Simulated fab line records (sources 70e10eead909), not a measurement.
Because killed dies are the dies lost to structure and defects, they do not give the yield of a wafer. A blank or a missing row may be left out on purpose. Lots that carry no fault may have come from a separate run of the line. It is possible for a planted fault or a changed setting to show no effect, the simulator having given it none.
fab line records | flow nand_harc
record: lots: 24 | wafers: 72 | last_day: 33
route steps=1302 shown A_M0@1157 A_M1@1184 A_BONDPAD@1221
lots with no fault: from the same line, run without faults
start_h: the number of hours between the record's first day and the start of the first shown wafer of the lot | wait_h: hours since the lot's step before | " same as the row above | L1.1+2: a single row standing in for several wafers | - no value, or no start was given | * or withheld: withheld | < > ~ a bound
route shown NAME@n: NAME is a module with steps in the file, n the number in the route of the first one | usual: the fault-free wafers' mean and standard deviation | same: alike in all rows | chamber/n: place in a boat | sites: each site's reading | _std_site: how widely they spread, as a standard deviation | _edge_site: the outer-site mean with the inner-site mean subtracted | radius_mm: how far each site lies from the wafer's centre | mask NAME#n: copy n | behind: tool/chamber where the wafer was last shaped | hold: the reason the lot was held/the length of the hold in hours/how it ended | device: the transistor (n, p or np) that didn't switch | end of line: at the end of the route, the tests of the same wafers | a step given without rows: its recipe and nothing more | killed: the dies lost at the first sort to structure and to defects; this is not the yield of the wafer | map: a wafer's dies, marking killed ones x, the rest . and places with no die _
set.NAME: the run value of the setting; set.NAME@STEP: its run value at that earlier step | model.NAME: the simulator's own value behind a step, which no gauge read
a sample of lots followed through the steps of the route, with each step as a table and each wafer as a row
services: the hour from which a tool's chamber was out of use, counted from the record's first day as start_h (under 0 if before that day), plus the number of hours and why
== steps ==
step: NHARC_A_M0_PRE_CLEAN_29
recipe: time_s: 30 | temp_c: 280 | gas: H2/He
usual: heater_power_w: 414/33
lot.wafer | tool           | chamber | start_h | wait_h | heater_power_w
L074.1    | pvd_sputter-02 | -       | -       | -      | 387
L074.6    | "              | -       | "       | "      | 393
L074.5    | "              | -       | "       | "      | 440
L075.1    | pvd_sputter-02 | -       | -       | -      | 392
L075.3    | "              | -       | "       | "      | 442
L075.4    | "              | -       | "       | "      | 441
L077.1    | pvd_sputter-01 | -       | -       | -      | 416
L077.2    | "              | -       | "       | "      | 364
L077.6    | "              | -       | "       | "      | 383
L078.4    | pvd_sputter-03 | -       | -       | -      | 438
L078.2    | "              | -       | "       | "      | 408
L078.5    | "              | -       | "       | "      | 397
L076.3    | pvd_sputter-03 | -       | -       | -      | 409
L076.1    | "              | -       | "       | "      | 445
L076.5    | "              | -       | "       | "      | 418
L079.3    | pvd_sputter-03 | -       | -       | -      | 393
L079.6    | "              | -       | "       | "      | 436
L079.5    | "              | -       | "       | "      | 439
L080.1    | pvd_sputter-02 | -       | -       | -      | 452
L080.4    | "              | -       | "       | "      | 393
L080.5    | "              | -       | "       | "      | 448
L082.3    | pvd_sputter-02 | -       | -       | -      | 451
L082.1    | "              | -       | "       | "      | 390
L082.6    | "              | -       | "       | "      | 456
L081.3    | pvd_sputter-02 | -       | -       | -      | 437
L081.4    | "              | -       | "       | "      | 394
L081.5    | "              | -       | "       | "      | 442
L085.3    | pvd_sputter-03 | -       | -       | -      | 430
L085.6    | "              | -       | "       | "      | 409
L085.5    | "              | -       | "       | "      | 437
L083.1    | pvd_sputter-03 | -       | -       | -      | 414
L083.4    | "              | -       | "       | "      | 444
L083.5    | "              | -       | "       | "      | 404
L084.3    | pvd_sputter-01 | -       | -       | -      | 419
L084.4    | "              | -       | "       | "      | 304
L084.6    | "              | -       | "       | "      | 367
L086.4    | pvd_sputter-03 | -       | -       | -      | 400
L086.2    | "              | -       | "       | "      | 397
L086.5    | "              | -       | "       | "      | 423
L087.2    | pvd_sputter-02 | -       | -       | -      | 409
L087.6    | "              | -       | "       | "      | 417
L087.5    | "              | -       | "       | "      | 384
L091.3    | pvd_sputter-02 | -       | -       | -      | 453
L091.2    | "              | -       | "       | "      | 446
L091.5    | "              | -       | "       | "      | 408
L088.4    | pvd_sputter-03 | -       | -       | -      | 415
L088.6    | "              | -       | "       | "      | 425
L088.5    | "              | -       | "       | "      | 443
L090.2    | pvd_sputter-02 | -       | -       | -      | 460
L090.4    | "              | -       | "       | "      | 427
L090.5    | "              | -       | "       | "      | 415
L089.4    | pvd_sputter-03 | -       | -       | -      | 437
L089.5    | "              | -       | "       | "      | 416
L089.6    | "              | -       | "       | "      | 436
L092.3    | pvd_sputter-01 | -       | -       | -      | 421
L092.5    | "              | -       | "       | "      | 366
L092.6    | "              | -       | "       | "      | 414
L093.1    | pvd_sputter-01 | -       | -       | -      | 362
L093.6    | "              | -       | "       | "      | 375
L093.5    | "              | -       | "       | "      | 410
L094.2    | pvd_sputter-02 | -       | -       | -      | 413
L094.4    | "              | -       | "       | "      | 374
L094.6    | "              | -       | "       | "      | 455
L096.2    | pvd_sputter-02 | -       | -       | -      | 443
L096.3    | "              | -       | "       | "      | 448
L096.5    | "              | -       | "       | "      | 418
L095.3    | pvd_sputter-03 | -       | -       | -      | 426
L095.5    | "              | -       | "       | "      | 448
L095.6    | "              | -       | "       | "      | 429
L097.3    | pvd_sputter-01 | -       | -       | -      | 434
L097.2    | "              | -       | "       | "      | 369
L097.5    | "              | -       | "       | "      | 377
step: NHARC_A_M1_ETCH_15
recipe: target_depth_a: 1825 | time_s: 91.2 | c4f8_flow_sccm: withheld | ar_flow_sccm: 400 | rf_w: 600 | bias_w: 300 | chemistry: C4F8/Ar
usual: oes_product_au: 0.957/0.02 | rf_fwd_power_W: 595.6/2.2 | rf_vpp_V: 440.2/2.8
lot.wafer | tool        | chamber | start_h | wait_h | oes_product_au | rf_fwd_power_W | rf_hours_counter_h | rf_vpp_V
L074.1    | rie_diel-08 | 3       | -       | -      | 0.954          | 598.7          | 4.2                | 438.3
L074.5    | "           | 0       | "       | "      | 0.952          | 595.2          | -                  | 443.5
L074.6    | "           | 1       | "       | "      | 0.970          | 595.5          | -                  | 439.1
L075.1    | rie_diel-06 | 3       | -       | -      | 0.985          | 594.5          | 1.7                | 438.7
L075.3    | "           | 0       | "       | "      | 0.974          | 596.3          | 1.8                | 443.7
L075.4    | "           | 1       | "       | "      | 0.965          | 597.0          | 1.9                | 442.1
L077.1    | rie_diel-06 | 0       | -       | -      | 0.980          | 595.0          | 2.0                | 443.1
L077.2    | "           | 3       | "       | "      | 0.965          | 594.5          | 1.9                | 436.3
L077.6    | "           | 0       | "       | "      | 0.975          | 590.5          | -                  | 444.1
L078.2    | rie_diel-09 | 3       | -       | -      | 0.985          | 593.4          | 3.8                | 438.9
L078.4    | "           | 2       | "       | "      | 0.977          | 599.2          | 3.5                | 439.3
L078.5    | "           | 3       | "       | "      | 0.990          | 594.1          | -                  | 437.1
L076.1    | rie_diel-09 | 1       | -       | -      | 0.980          | 593.3          | 3.4                | 444.3
L076.3    | "           | 3       | "       | "      | 0.966          | 597.0          | 3.9                | 438.6
L076.5    | "           | 1       | "       | "      | 0.974          | 597.2          | -                  | 445.8
L079.3    | rie_diel-09 | 3       | -       | -      | 0.975          | 599.0          | 6.5                | 438.8
L079.5    | "           | 1       | "       | "      | 0.980          | 597.6          | -                  | 445.1
L079.6    | "           | 2       | "       | "      | 0.968          | 596.0          | -                  | 440.6
L080.1    | rie_diel-06 | 1       | -       | -      | 0.953          | 598.6          | 3.8                | 442.7
L080.4    | "           | 3       | "       | "      | 0.938          | 595.8          | 3.2                | 436.7
L080.5    | "           | 1       | "       | "      | 0.955          | 602.2          | -                  | 442.6
L082.1    | rie_diel-09 | 2       | -       | -      | 0.974          | 596.3          | 6.8                | 441.3
L082.3    | "           | 0       | "       | "      | 0.971          | 595.8          | 6.6                | 439.7
L082.6    | "           | 1       | "       | "      | 0.970          | 590.0          | -                  | 446.0
L081.4    | rie_diel-08 | 3       | -       | -      | 0.925          | 596.3          | 1.1                | 437.2
L081.3    | "           | 1       | "       | "      | 0.921          | 595.2          | 0.9                | 437.7
L081.5    | "           | 0       | "       | "      | 0.909          | 595.8          | -                  | 442.4
L085.3    | rie_diel-09 | 0       | -       | -      | 0.924          | 596.8          | 8.6                | 438.2
L085.5    | "           | 0       | "       | "      | 0.928          | 593.8          | -                  | 437.6
L085.6    | "           | 1       | "       | "      | 0.920          | 595.8          | -                  | 446.1
L083.4    | rie_diel-06 | 0       | -       | -      | 0.933          | 595.4          | 6.4                | 443.9
L083.1    | "           | 2       | "       | "      | 0.925          | 593.6          | 5.5                | 436.4
L083.5    | "           | 0       | "       | "      | 0.930          | 595.9          | -                  | 443.8
L084.3    | rie_diel-06 | 1       | -       | -      | 0.962          | 594.8          | 5.9                | 442.1
L084.4    | "           | 2       | "       | "      | 0.945          | 593.9          | 5.5                | 436.5
L084.6    | "           | 1       | "       | "      | 0.958          | 599.1          | -                  | 442.4
L086.2    | rie_diel-08 | 1       | -       | -      | 0.964          | 596.7          | 1.6                | 438.3
L086.4    | "           | 0       | "       | "      | 0.972          | 597.3          | 1.7                | 443.4
L086.5    | "           | 1       | "       | "      | 0.968          | 596.1          | -                  | 438.5
L087.2    | rie_diel-09 | 1       | -       | -      | 0.921          | 596.8          | 10.4               | 445.0
L087.6    | "           | 1       | "       | "      | 0.929          | 595.0          | -                  | 442.9
L087.5    | "           | 2       | "       | "      | 0.929          | 594.0          | -                  | 440.8
L091.3    | rie_diel-09 | 0       | -       | -      | 0.972          | 597.1          | 10.3               | 438.6
L091.2    | "           | 1       | "       | "      | 0.987          | 592.0          | 10.7               | 444.9
L091.5    | "           | 0       | "       | "      | 0.967          | 596.1          | -                  | 436.4
L088.4    | rie_diel-08 | 2       | -       | -      | 0.976          | 595.5          | 2.1                | 439.7
L088.5    | "           | 2       | "       | "      | 0.978          | 595.5          | -                  | 440.4
L088.6    | "           | 3       | "       | "      | 0.969          | 597.3          | -                  | 439.1
L090.4    | rie_diel-06 | 3       | -       | -      | 0.944          | 596.5          | 1.1                | 436.8
L090.2    | "           | 2       | "       | "      | 0.971          | 588.3          | 0.7                | 437.7
L090.5    | "           | 0       | "       | "      | 0.958          | 594.3          | -                  | 443.2
L089.4    | rie_diel-09 | 3       | -       | -      | 0.955          | 594.9          | 0.4                | 439.1
L089.6    | "           | 3       | "       | "      | 0.942          | 598.5          | -                  | 437.0
L089.5    | "           | 0       | "       | "      | 0.975          | 597.4          | -                  | 437.2
L092.3    | rie_diel-06 | 2       | -       | -      | 0.923          | 594.0          | 2.4                | 437.2
L092.5    | "           | 1       | "       | "      | 0.930          | 595.8          | -                  | 440.5
L092.6    | "           | 2       | "       | "      | 0.930          | 595.0          | -                  | 437.4
L093.1    | rie_diel-06 | 1       | -       | -      | 0.972          | 596.4          | 3.8                | 441.3
L093.6    | "           | 2       | "       | "      | 0.971          | 592.6          | -                  | 436.4
L093.5    | "           | 3       | "       | "      | 0.958          | 598.5          | -                  | 435.9
L094.4    | rie_diel-06 | 3       | -       | -      | 0.947          | 592.1          | 5.7                | 438.6
L094.2    | "           | 0       | "       | "      | 0.954          | 593.3          | 5.7                | 441.7
L094.6    | "           | 2       | "       | "      | 0.963          | 594.1          | -                  | 435.9
L096.2    | rie_diel-08 | 1       | -       | -      | 0.939          | 596.7          | 0.1                | 439.3
L096.3    | "           | 2       | "       | "      | 0.959          | 595.1          | 0.1                | 440.4
L096.5    | "           | 0       | "       | "      | 0.935          | 597.0          | -                  | 443.3
L095.3    | rie_diel-09 | 2       | -       | -      | 0.974          | 600.1          | 3.5                | 438.2
L095.6    | "           | 0       | "       | "      | 0.968          | 598.0          | -                  | 437.6
L095.5    | "           | 1       | "       | "      | 0.956          | 597.6          | -                  | 444.6
L097.2    | rie_diel-08 | 1       | -       | -      | 0.960          | 593.7          | 0.4                | 439.0
L097.3    | "           | 2       | "       | "      | 0.983          | 597.1          | 0.3                | 440.2
L097.5    | "           | 2       | "       | "      | 0.969          | 596.8          | -                  | 441.4
step: NHARC_A_M1_PVD_20
recipe: target_thk_a: 50 | bias_v: 168.6 | power_w: 15000 | chamber_pressure_pa: 0.12 | time_s: 8.06 | substrate_temp_c: 50 | material: TaN
usual: throttle_valve_pct: 29.7/1.3
lot.wafer | tool           | chamber | start_h | wait_h | throttle_valve_pct
L074.1    | pvd_sputter-02 | -       | -       | -      | 30.6
L074.5    | "              | -       | "       | "      | 26.9
L074.6    | "              | -       | "       | "      | 30.2
L075.1    | pvd_sputter-02 | -       | -       | -      | 27.5
L075.3    | "              | -       | "       | "      | 27.1
L075.4    | "              | -       | "       | "      | 30.3
L077.1    | pvd_sputter-03 | -       | -       | -      | 30.7
L077.2    | "              | -       | "       | "      | 31.0
L077.6    | "              | -       | "       | "      | 30.8
L078.4    | pvd_sputter-01 | -       | -       | -      | 31.1
L078.2    | "              | -       | "       | "      | 29.5
L078.5    | "              | -       | "       | "      | 31.0
L076.3    | pvd_sputter-03 | -       | -       | -      | 30.5
L076.1    | "              | -       | "       | "      | 31.8
L076.5    | "              | -       | "       | "      | 30.6
L079.3    | pvd_sputter-01 | -       | -       | -      | 31.6
L079.5    | "              | -       | "       | "      | 29.5
L079.6    | "              | -       | "       | "      | 31.3
L080.1    | pvd_sputter-01 | -       | -       | -      | 30.0
L080.4    | "              | -       | "       | "      | 29.7
L080.5    | "              | -       | "       | "      | 30.1
L082.3    | pvd_sputter-02 | -       | -       | -      | 27.6
L082.1    | "              | -       | "       | "      | 27.2
L082.6    | "              | -       | "       | "      | 26.8
L081.3    | pvd_sputter-01 | -       | -       | -      | 29.4
L081.4    | "              | -       | "       | "      | 29.9
L081.5    | "              | -       | "       | "      | 30.3
L085.3    | pvd_sputter-03 | -       | -       | -      | 28.8
L085.5    | "              | -       | "       | "      | 28.7
L085.6    | "              | -       | "       | "      | 30.7
L083.4    | pvd_sputter-01 | -       | -       | -      | 29.1
L083.1    | "              | -       | "       | "      | 30.0
L083.5    | "              | -       | "       | "      | 29.5
L084.3    | pvd_sputter-01 | -       | -       | -      | 30.0
L084.4    | "              | -       | "       | "      | 29.5
L084.6    | "              | -       | "       | "      | 29.8
L086.2    | pvd_sputter-01 | -       | -       | -      | 31.4
L086.4    | "              | -       | "       | "      | 30.1
L086.5    | "              | -       | "       | "      | 30.1
L087.2    | pvd_sputter-02 | -       | -       | -      | 28.5
L087.6    | "              | -       | "       | "      | 30.3
L087.5    | "              | -       | "       | "      | 28.3
L091.3    | pvd_sputter-02 | -       | -       | -      | 30.4
L091.2    | "              | -       | "       | "      | 28.4
L091.5    | "              | -       | "       | "      | 27.5
L088.4    | pvd_sputter-02 | -       | -       | -      | 28.4
L088.5    | "              | -       | "       | "      | 28.4
L088.6    | "              | -       | "       | "      | 27.2
L090.2    | pvd_sputter-01 | -       | -       | -      | 31.2
L090.4    | "              | -       | "       | "      | 29.4
L090.5    | "              | -       | "       | "      | 30.1
L089.4    | pvd_sputter-03 | -       | -       | -      | 32.0
L089.5    | "              | -       | "       | "      | 30.8
L089.6    | "              | -       | "       | "      | 28.8
L092.3    | pvd_sputter-01 | -       | -       | -      | 30.3
L092.5    | "              | -       | "       | "      | 30.0
L092.6    | "              | -       | "       | "      | 29.2
L093.1    | pvd_sputter-02 | -       | -       | -      | 30.1
L093.6    | "              | -       | "       | "      | 30.1
L093.5    | "              | -       | "       | "      | 30.4
L094.4    | pvd_sputter-03 | -       | -       | -      | 31.7
L094.2    | "              | -       | "       | "      | 30.3
L094.6    | "              | -       | "       | "      | 29.5
L096.3    | pvd_sputter-02 | -       | -       | -      | 28.4
L096.2    | "              | -       | "       | "      | 27.4
L096.5    | "              | -       | "       | "      | 28.3
L095.3    | pvd_sputter-02 | -       | -       | -      | 30.7
L095.5    | "              | -       | "       | "      | 30.3
L095.6    | "              | -       | "       | "      | 30.4
L097.3    | pvd_sputter-02 | -       | -       | -      | 30.0
L097.2    | "              | -       | "       | "      | 30.7
L097.5    | "              | -       | "       | "      | 30.4
step: NHARC_A_M1_PRE_CLEAN_32
recipe: time_s: 12 | temp_c: 370 | rf_power_w: 300 | gas: NH3
usual: heater_power_w: 637/110 | rf_fwd_power_W: 292.7/0.85
lot.wafer | tool     | chamber | start_h | wait_h | heater_power_w | rf_fwd_power_W
L074.1    | pecvd-04 | 1       | 531.60  | 0.1    | 467            | 292.6
L074.6    | "        | 1       | "       | "      | 458            | 292.6
L074.5    | "        | 0       | "       | "      | 642            | 292.1
L075.3    | pecvd-03 | 0       | 543.25  | 0.1    | 761            | 292.1
L075.1    | "        | 1       | "       | "      | 520            | 290.6
L075.4    | "        | 2       | "       | "      | 680            | 292.3
L077.1    | pecvd-01 | 2       | 549.76  | 0.1    | 565            | 291.2
L077.2    | "        | 1       | "       | "      | 786            | 291.9
L077.6    | "        | 1       | "       | "      | 805            | 293.7
L078.2    | pecvd-01 | 0       | 555.31  | 0.1    | 775            | 292.7
L078.4    | "        | 1       | "       | "      | 756            | 293.4
L078.5    | "        | 2       | "       | "      | 623            | 292.0
L076.1    | pecvd-04 | 0       | 555.77  | 0.1    | 547            | 292.6
L076.3    | "        | 1       | "       | "      | 441            | 292.2
L076.5    | "        | 2       | "       | "      | 680            | 292.1
L079.3    | pecvd-04 | 1       | 595.76  | 0.1    | 463            | 292.0
L079.5    | "        | 2       | "       | "      | 618            | 293.3
L079.6    | "        | 0       | "       | "      | 635            | 291.8
L080.1    | pecvd-01 | 1       | 597.43  | 0.1    | 729            | 293.0
L080.4    | "        | 1       | "       | "      | 736            | 292.2
L080.5    | "        | 2       | "       | "      | 579            | 292.2
L082.1    | pecvd-01 | 0       | 605.13  | 0.1    | 749            | 292.6
L082.3    | "        | 1       | "       | "      | 758            | 293.4
L082.6    | "        | 2       | "       | "      | 606            | 294.0
L081.3    | pecvd-04 | 0       | 606.26  | 0.1    | 633            | 291.8
L081.4    | "        | 0       | "       | "      | 637            | 292.1
L081.5    | "        | 2       | "       | "      | 589            | 293.2
L085.3    | pecvd-03 | 2       | 641.16  | 0.1    | 705            | 292.9
L085.5    | "        | 0       | "       | "      | 693            | 293.0
L085.6    | "        | 1       | "       | "      | 607            | 292.5
L083.1    | pecvd-01 | 0       | 643.42  | 0.3    | 782            | 292.8
L083.5    | "        | 2       | "       | "      | 622            | 292.7
L083.4    | "        | 0       | "       | "      | 786            | 292.7
L084.3    | pecvd-04 | 2       | 644.90  | 0.1    | 678            | 294.0
L084.6    | "        | 0       | "       | "      | 623            | 293.8
L084.4    | "        | 1       | "       | "      | 390            | 293.4
L086.2    | pecvd-03 | 1       | 647.71  | 0.1    | 586            | 292.2
L086.5    | "        | 0       | "       | "      | 670            | 293.3
L086.4    | "        | 2       | "       | "      | 688            | 292.5
L087.2    | pecvd-04 | 1       | 665.94  | 0.1    | 407            | 291.3
L087.5    | "        | 0       | "       | "      | 644            | 293.3
L087.6    | "        | 2       | "       | "      | 672            | 291.9
L091.3    | pecvd-03 | 1       | 673.82  | 0.1    | 563            | 293.4
L091.2    | "        | 2       | "       | "      | 678            | 292.6
L091.5    | "        | 0       | "       | "      | 674            | 292.8
L088.6    | pecvd-03 | 2       | 676.43  | 0.1    | 709            | 292.2
L088.5    | "        | 0       | "       | "      | 733            | 293.6
L088.4    | "        | 1       | "       | "      | 606            | 291.5
L090.2    | pecvd-03 | 0       | 683.43  | 0.1    | 723            | 292.4
L090.4    | "        | 0       | "       | "      | 715            | 290.8
L090.5    | "        | 1       | "       | "      | 617            | 294.0
L089.4    | pecvd-01 | 2       | 693.03  | 0.2    | 595            | 292.3
L089.5    | "        | 2       | "       | "      | 597            | 292.8
L089.6    | "        | 0       | "       | "      | 766            | 292.0
L092.3    | pecvd-04 | 0       | 699.42  | 0.1    | 652            | 293.2
L092.5    | "        | 1       | "       | "      | 427            | 292.8
L092.6    | "        | 2       | "       | "      | 596            | 292.3
L093.1    | pecvd-04 | 2       | 729.53  | 0.1    | 659            | 292.7
L093.5    | "        | 2       | "       | "      | 664            | 294.2
L093.6    | "        | 1       | "       | "      | 427            | 292.9
L094.2    | pecvd-04 | 1       | 738.40  | 0.1    | 481            | 294.0
L094.6    | "        | 2       | "       | "      | 688            | 291.8
L094.4    | "        | 1       | "       | "      | 477            | 293.0
L096.2    | pecvd-04 | 0       | 743.08  | 0.1    | 634            | 292.9
L096.3    | "        | 2       | "       | "      | 683            | 293.9
L096.5    | "        | 0       | "       | "      | 637            | 293.1
L095.3    | pecvd-01 | 2       | 744.60  | 0.1    | 557            | 292.0
L095.5    | "        | 0       | "       | "      | 745            | 293.5
L095.6    | "        | 2       | "       | "      | 556            | 293.4
L097.2    | pecvd-01 | 2       | 748.11  | 0.1    | 548            | 293.0
L097.3    | "        | 2       | "       | "      | 535            | 292.7
L097.5    | "        | 0       | "       | "      | 703            | 293.3
step: NHARC_A_BONDPAD_CD_MEAS_13
usual: cd_nm: 499.8/1.7
lot.wafer | tool      | chamber | start_h | wait_h | cd_nm
L074.1    | cd_sem-03 | -       | 533.86  | -      | 496.6
L074.5    | "         | -       | "       | "      | 500.7
L074.6    | "         | -       | "       | "      | 497.3
L075.1    | cd_sem-03 | -       | 545.52  | -      | 498.3
L075.3    | "         | -       | "       | "      | 499.6
L075.4    | "         | -       | "       | "      | 499.7
L077.1    | cd_sem-03 | -       | 552.20  | -      | 502.6
L077.2    | "         | -       | "       | "      | 500.0
L077.6    | "         | -       | "       | "      | 500.9
L078.2    | cd_sem-03 | -       | 557.57  | -      | 501.9
L078.4    | "         | -       | "       | "      | 501.0
L078.5    | "         | -       | "       | "      | 500.4
L076.1    | cd_sem-02 | -       | 558.15  | -      | 498.8
L076.3    | "         | -       | "       | "      | 500.6
L076.5    | "         | -       | "       | "      | 501.7
L079.3    | cd_sem-03 | -       | 598.03  | -      | 499.4
L079.5    | "         | -       | "       | "      | 501.5
L079.6    | "         | -       | "       | "      | 499.6
L080.1    | cd_sem-01 | -       | 599.69  | -      | 500.4
L080.4    | "         | -       | "       | "      | 498.0
L080.5    | "         | -       | "       | "      | 499.5
L082.1    | cd_sem-02 | -       | 607.39  | -      | 496.9
L082.3    | "         | -       | "       | "      | 499.7
L082.6    | "         | -       | "       | "      | 499.0
L081.3    | cd_sem-01 | -       | 608.81  | -      | 496.2
L081.4    | "         | -       | "       | "      | 500.4
L081.5    | "         | -       | "       | "      | 497.4
L085.3    | cd_sem-01 | -       | 643.40  | -      | 499.8
L085.5    | "         | -       | "       | "      | 499.1
L085.6    | "         | -       | "       | "      | 497.8
L083.1    | cd_sem-03 | -       | 645.99  | -      | 500.7
L083.4    | "         | -       | "       | "      | 499.7
L083.5    | "         | -       | "       | "      | 502.0
L084.3    | cd_sem-02 | -       | 647.41  | -      | 501.7
L084.4    | "         | -       | "       | "      | 501.4
L084.6    | "         | -       | "       | "      | 502.4
L086.2    | cd_sem-02 | -       | 649.96  | -      | 501.8
L086.4    | "         | -       | "       | "      | 499.3
L086.5    | "         | -       | "       | "      | 500.6
L087.2    | cd_sem-01 | -       | 668.31  | -      | 503.8
L087.5    | "         | -       | "       | "      | 503.5
L087.6    | "         | -       | "       | "      | 503.1
L091.2    | cd_sem-01 | -       | 676.19  | -      | 498.5
L091.3    | "         | -       | "       | "      | 499.7
L091.5    | "         | -       | "       | "      | 499.4
L088.4    | cd_sem-03 | -       | 678.81  | -      | 498.9
L088.5    | "         | -       | "       | "      | 499.4
L088.6    | "         | -       | "       | "      | 498.3
L090.2    | cd_sem-02 | -       | 685.82  | -      | 497.8
L090.4    | "         | -       | "       | "      | 498.8
L090.5    | "         | -       | "       | "      | 498.8
L089.4    | cd_sem-03 | -       | 695.60  | -      | 498.4
L089.5    | "         | -       | "       | "      | 500.0
L089.6    | "         | -       | "       | "      | 498.0
L092.3    | cd_sem-02 | -       | 701.74  | -      | 499.6
L092.5    | "         | -       | "       | "      | 498.3
L092.6    | "         | -       | "       | "      | 499.8
L093.1    | cd_sem-01 | -       | 731.81  | -      | 500.9
L093.5    | "         | -       | "       | "      | 500.6
L093.6    | "         | -       | "       | "      | 499.5
L094.2    | cd_sem-03 | -       | 740.85  | -      | 500.5
L094.4    | "         | -       | "       | "      | 499.8
L094.6    | "         | -       | "       | "      | 497.9
L096.2    | cd_sem-01 | -       | 745.34  | -      | 500.9
L096.3    | "         | -       | "       | "      | 501.1
L096.5    | "         | -       | "       | "      | 499.2
L095.3    | cd_sem-03 | -       | 747.13  | -      | 498.0
L095.5    | "         | -       | "       | "      | 499.1
L095.6    | "         | -       | "       | "      | 497.3
L097.2    | cd_sem-02 | -       | 750.70  | -      | 501.9
L097.3    | "         | -       | "       | "      | 501.3
L097.5    | "         | -       | "       | "      | 501.2
step: NHARC_A_BONDPAD_PVD_17
recipe: target_thk_a: 50 | bias_v: 168.6 | power_w: 15000 | chamber_pressure_pa: 0.12 | time_s: 8.06 | substrate_temp_c: 50 | material: TaN
usual: throttle_valve_pct: 30.2/1.1
lot.wafer | tool           | chamber | start_h | wait_h | throttle_valve_pct
L074.1    | pvd_sputter-02 | -       | -       | -      | 27.8
L074.5    | "              | -       | "       | "      | 30.4
L074.6    | "              | -       | "       | "      | 30.3
L075.4    | pvd_sputter-03 | -       | -       | -      | 29.1
L075.1    | "              | -       | "       | "      | 30.6
L075.3    | "              | -       | "       | "      | 32.0
L077.1    | pvd_sputter-02 | -       | -       | -      | 27.3
L077.2    | "              | -       | "       | "      | 27.1
L077.6    | "              | -       | "       | "      | 30.6
L078.4    | pvd_sputter-01 | -       | -       | -      | 30.9
L078.2    | "              | -       | "       | "      | 30.3
L078.5    | "              | -       | "       | "      | 29.3
L076.1    | pvd_sputter-03 | -       | -       | -      | 30.5
L076.3    | "              | -       | "       | "      | 30.7
L076.5    | "              | -       | "       | "      | 32.1
L079.3    | pvd_sputter-01 | -       | -       | -      | 29.6
L079.6    | "              | -       | "       | "      | 31.3
L079.5    | "              | -       | "       | "      | 30.4
L080.4    | pvd_sputter-03 | -       | -       | -      | 30.8
L080.1    | "              | -       | "       | "      | 32.0
L080.5    | "              | -       | "       | "      | 31.0
L082.1    | pvd_sputter-01 | -       | -       | -      | 29.6
L082.3    | "              | -       | "       | "      | 29.2
L082.6    | "              | -       | "       | "      | 29.4
L081.3    | pvd_sputter-03 | -       | -       | -      | 30.7
L081.4    | "              | -       | "       | "      | 28.8
L081.5    | "              | -       | "       | "      | 28.9
L085.3    | pvd_sputter-03 | -       | -       | -      | 29.1
L085.5    | "              | -       | "       | "      | 28.9
L085.6    | "              | -       | "       | "      | 30.5
L083.1    | pvd_sputter-01 | -       | -       | -      | 29.4
L083.4    | "              | -       | "       | "      | 29.5
L083.5    | "              | -       | "       | "      | 29.3
L084.4    | pvd_sputter-03 | -       | -       | -      | 31.9
L084.3    | "              | -       | "       | "      | 30.8
L084.6    | "              | -       | "       | "      | 31.7
L086.2    | pvd_sputter-03 | -       | -       | -      | 31.9
L086.4    | "              | -       | "       | "      | 30.7
L086.5    | "              | -       | "       | "      | 30.9
L087.2    | pvd_sputter-02 | -       | -       | -      | 30.6
L087.5    | "              | -       | "       | "      | 27.5
L087.6    | "              | -       | "       | "      | 30.0
L091.3    | pvd_sputter-03 | -       | -       | -      | 30.5
L091.2    | "              | -       | "       | "      | 30.6
L091.5    | "              | -       | "       | "      | 32.0
L088.4    | pvd_sputter-03 | -       | -       | -      | 30.9
L088.6    | "              | -       | "       | "      | 30.5
L088.5    | "              | -       | "       | "      | 32.1
L090.2    | pvd_sputter-01 | -       | -       | -      | 29.5
L090.4    | "              | -       | "       | "      | 30.1
L090.5    | "              | -       | "       | "      | 31.2
L089.4    | pvd_sputter-01 | -       | -       | -      | 31.1
L089.5    | "              | -       | "       | "      | 31.3
L089.6    | "              | -       | "       | "      | 30.2
L092.3    | pvd_sputter-02 | -       | -       | -      | 30.3
L092.5    | "              | -       | "       | "      | 30.3
L092.6    | "              | -       | "       | "      | 30.3
L093.1    | pvd_sputter-03 | -       | -       | -      | 31.7
L093.6    | "              | -       | "       | "      | 29.2
L093.5    | "              | -       | "       | "      | 30.2
L094.2    | pvd_sputter-03 | -       | -       | -      | 32.1
L094.4    | "              | -       | "       | "      | 29.6
L094.6    | "              | -       | "       | "      | 31.5
L096.3    | pvd_sputter-01 | -       | -       | -      | 29.4
L096.2    | "              | -       | "       | "      | 31.1
L096.5    | "              | -       | "       | "      | 31.3
L095.3    | pvd_sputter-01 | -       | -       | -      | 31.1
L095.6    | "              | -       | "       | "      | 30.2
L095.5    | "              | -       | "       | "      | 29.6
L097.3    | pvd_sputter-01 | -       | -       | -      | 29.2
L097.2    | "              | -       | "       | "      | 30.1
L097.5    | "              | -       | "       | "      | 29.4
== services ==
tool           | chamber | start_h | hours | kind
rie_diel-06    | 2       | 503.36  | 1.5   | repair
pecvd-03       | 2       | 505.17  | 1.9   | repair
rie_diel-08    | 1       | 505.48  | 15.1  | repair
pecvd-01       | -       | 511.79  | 2.8   | repair
rie_diel-06    | 0       | 518.04  | 1.4   | repair
pvd_sputter-01 | -       | 523.24  | 3.0   | repair
pvd_sputter-03 | -       | 533.59  | 10.0  | pm
pvd_sputter-02 | -       | 556.01  | 3.3   | repair
pecvd-01       | -       | 562.76  | 1.0   | repair
rie_diel-09    | 0       | 566.00  | 13.2  | repair
pvd_sputter-01 | -       | 583.27  | 10.0  | pm
pecvd-01       | -       | 591.97  | 1.1   | repair
pecvd-04       | -       | 631.45  | 13.0  | pm
rie_diel-06    | 3       | 636.55  | 1.4   | repair
pvd_sputter-02 | -       | 638.00  | 10.0  | pm
pecvd-01       | 1       | 655.89  | 113.5 | repair
rie_diel-06    | -       | 661.20  | 9.0   | pm
pecvd-01       | -       | 673.26  | 13.0  | pm
rie_diel-09    | -       | 674.27  | 9.0   | pm
pvd_sputter-03 | -       | 711.59  | 10.0  | pm
pecvd-04       | -       | 711.98  | 4.5   | repair
rie_diel-09    | 1       | 713.62  | 14.9  | repair
rie_diel-09    | -       | 745.33  | 0.1   | repair
pvd_sputter-03 | -       | 745.91  | 6.2   | repair
== key ==
fault none
